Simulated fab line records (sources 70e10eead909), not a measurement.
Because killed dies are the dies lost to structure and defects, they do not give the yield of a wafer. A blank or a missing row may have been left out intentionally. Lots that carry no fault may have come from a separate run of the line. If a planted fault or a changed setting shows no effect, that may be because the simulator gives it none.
What tool caused it? ; flow nand harc ; 13 lots with 39 wafers sampled at 6 steps, on a route of 1302 steps

## WHAT THE GAUGES READ, wafer by wafer
NHARC_P_CONTACT_INSPECT_14.
lot;measured;on;raw defect count
L526;day 6 08:13;defect inspect-01;1 3 1
L527;day 6 13:10;defect inspect-02;3 8 6
L529;day 7 12:50;defect inspect-02;3 8 5
L530;day 7 19:58;defect inspect-02;8 4 4
L532;day 8 17:02;defect inspect-02;2 3 0
L534;day 9 18:14;defect inspect-02;3 7 3
L536;day 10 19:55;defect inspect-02;5 6 10
L538;day 12 01:30;defect inspect-01;8 3 4
L542;day 12 20:01;defect inspect-01;3 4 5
L544;day 13 21:10;defect inspect-02;2 1 5
L547;day 15 03:42;defect inspect-02;7 7 6
L546;day 15 03:59;defect inspect-01;4 7 4
L548;day 15 14:08;defect inspect-01;6 3 4

NHARC_P_M0_CD_MEAS_09: target cd 90 nm.
lot;measured;on;cd nm (nm)
L526;day 6 12:14;cd sem-03;89.2 90.6 89.6
L527;day 6 17:18;cd sem-02;90.3 89.9 90.3
L529;day 7 16:52;cd sem-01;88.5 89.6 89.4
L530;day 7 23:53;cd sem-02;89.2 90.8 90.4
L532;day 8 21:05;cd sem-03;88.9 90.2 91.0
L534;day 9 22:26;cd sem-03;90.7 90.7 90.7
L536;day 11 01:25;cd sem-01;88.9 88.7 88.5
L538;day 12 06:36;cd sem-02;89.7 88.5 90.4
L542;day 13 00:06;cd sem-01;88.2 89.9 91.3
L544;day 14 02:16;cd sem-01;90.1 89.6 89.1
L547;day 15 07:50;cd sem-02;89.7 89.7 89.5
L546;day 15 08:27;cd sem-01;90.1 90.4 89.7
L548;day 15 18:17;cd sem-03;90.7 91.2 90.3

NHARC_END_SORT_01.
lot;measured;on;killed at array;killed at other;killed at periphery;killed dies;killed open;killed short
L536;day 29 11:34;prober-01;44;0;9;53;3;1
L538;day 30 18:34;prober-02;37;1;2;40;3;4
L544;day 32 08:11;prober-01;64 52 43;1 0 2;1 1 4;66 53 49;2 5 5;2 1 4

## TOOL THAT RAN EACH LOT (tool first, then ch and the chambers of the sampled wafers, then the start)
lot;NHARC_P_CONTACT_DEP_30;NHARC_P_CONTACT_CVD_23;NHARC_P_CONTACT_CMP_24
L526;pecvd-01 ch 1,2, day 6 06:43;cvd w-02 ch 0,1, day 6 10:19;cmp-04 ch 0,1,2, day 6 10:56
L527;pecvd-02 ch 1,2, day 6 11:38;cvd w-02 ch 0, day 6 15:21;cmp-03 ch 0,2,3, day 6 16:03
L529;pecvd-01 ch 0,1,2, day 7 11:16;cvd w-01 ch 0,1, day 7 14:55;cmp-02 ch 1,2, day 7 15:34
L530;pecvd-01 ch 0,1,2, day 7 18:22;cvd w-01 ch 0,1, day 7 22:13;cmp-02 ch 1,2, day 7 22:43
L532;pecvd-03 ch 0,1,2, day 8 15:32;cvd w-02 ch 0,1, day 8 19:08;cmp-03 ch 0,3, day 8 19:47
L534;pecvd-01 ch 0,1, day 9 16:35;cvd w-02 ch 0,1, day 9 20:29;cmp-03 ch 0,2,3, day 9 21:08
L536;pecvd-01 ch 0,1,2, day 10 18:25;cvd w-01 ch 0,1, day 10 22:41;cmp-04 ch 1,2,3, day 11 00:13
L538;pecvd-01 ch 0,1, day 11 23:52;cvd w-01 ch 0,1, day 12 03:40;cmp-02 ch 1,2, day 12 05:25
L542;pecvd-02 ch 0,1,2, day 12 18:23;cvd w-02 ch 0,1, day 12 22:08;cmp-04 ch 1,3, day 12 22:47
L544;pecvd-01 ch 0,1, day 13 19:29;cvd w-01 ch 0,1, day 13 23:15;cmp-02 ch 1,3, day 14 00:52
L547;pecvd-02 ch 1,2, day 15 02:04;cvd w-01 ch 0,1, day 15 05:52;cmp-04 ch 1,3, day 15 06:32
L546;pecvd-03 ch 0,2, day 15 02:17;cvd w-02 ch 0,1, day 15 06:30;cmp-04 ch 0,1,3, day 15 07:12
L548;pecvd-01 ch 0,1,2, day 15 12:28;cvd w-01 ch 0,1, day 15 16:25;cmp-02 ch 0,1, day 15 16:59
- NHARC_P_CONTACT_DEP_30: deposits SiNx, target thk 30 nm.
- NHARC_P_CONTACT_CVD_23: deposits W, target thk 200 nm, time 557 s.
- NHARC_P_CONTACT_CMP_24: polishes, t overpolish 30 s, target thk 200 nm.

## AS READ BY THE TOOLS THEMSELVES (means over the sampled wafers that have a number; for cases with no such wafer, the mark the record gives instead)
NHARC_P_CONTACT_DEP_30.
lot;tool;heater power w (W)
L526;pecvd-01;813
L527;pecvd-02;892
L529;pecvd-01;689
L530;pecvd-01;760
L532;pecvd-03;746
L534;pecvd-01;733
L536;pecvd-01;696
L538;pecvd-01;717
L542;pecvd-02;750
L544;pecvd-01;717
L547;pecvd-02;817
L546;pecvd-03;805
L548;pecvd-01;749

NHARC_P_CONTACT_CVD_23.
lot;tool;chamber pressure Torr (Torr);heater power w (W);throttle valve pct (%)
L526;cvd w-02;39.98;477;7.6
L527;cvd w-02;40.07;458;7.8
L529;cvd w-01;39.97;472;8.3
L530;cvd w-01;39.98;475;8.2
L532;cvd w-02;39.98;481;7.6
L534;cvd w-02;39.96;491;7.6
L536;cvd w-01;39.97;484;8.2
L538;cvd w-01;39.99;481;8.1
L542;cvd w-02;40.01;491;7.4
L544;cvd w-01;39.96;477;8.1
L547;cvd w-01;40.00;482;8.3
L546;cvd w-02;39.94;516;7.4
L548;cvd w-01;40.02;482;8.4

NHARC_P_CONTACT_CMP_24.
lot;tool;motor current A (A);overpolish run s (s);time to endpoint s (s)
L526;cmp-04;13.0;30.004;43.6
L527;cmp-03;12.5;30.001;43.1
L529;cmp-02;11.5;30.004;38.6
L530;cmp-02;12.3;30.002;38.9
L532;cmp-03;13.0;30.007;39.0
L534;cmp-03;12.8;29.998;41.9
L536;cmp-04;11.4;29.997;82.0
L538;cmp-02;11.1;30.010;77.6
L542;cmp-04;11.2;30.000;41.6
L544;cmp-02;11.0;29.994;83.7
L547;cmp-04;12.0;29.996;40.6
L546;cmp-04;11.9;29.997;41.4
L548;cmp-02;10.5;29.993;41.7

## THE ANSWER, worked out from the rows above alone
Rule: the lots themselves supply what counts as usual. Put in order of their means at a reading, lots are off if they are a third of the lots or fewer, leave a main group of 4 or more, and stand apart from it by a gap of 3 or more times the standard deviation of the main group's means; of several such gaps the widest counts. A main group is skipped when, at the precision printed for the reading in the tables above, its means are all equal. Also off: a lot with no number at a reading for which 4 or more lots have one. All remaining lots with rows at the step are treated as sound. First the gauges in route order, then the tools' own readings, where a lot's mean is used as printed above. At the first step where some lot is off, the reading lying furthest off is the one used; lots without a number count as furthest.
Off: L536, L538, L544, at NHARC_P_CONTACT_CMP_24 (time to endpoint s). Mean 41.0 s and standard deviation 1.7 in the main group.
A tool fits if, at that step or a process step before it, it ran every lot that is off, and no sound lot after the first of them. None of those tried fits.

## WHAT HAD BEEN PUT IN BY THE SIMULATOR
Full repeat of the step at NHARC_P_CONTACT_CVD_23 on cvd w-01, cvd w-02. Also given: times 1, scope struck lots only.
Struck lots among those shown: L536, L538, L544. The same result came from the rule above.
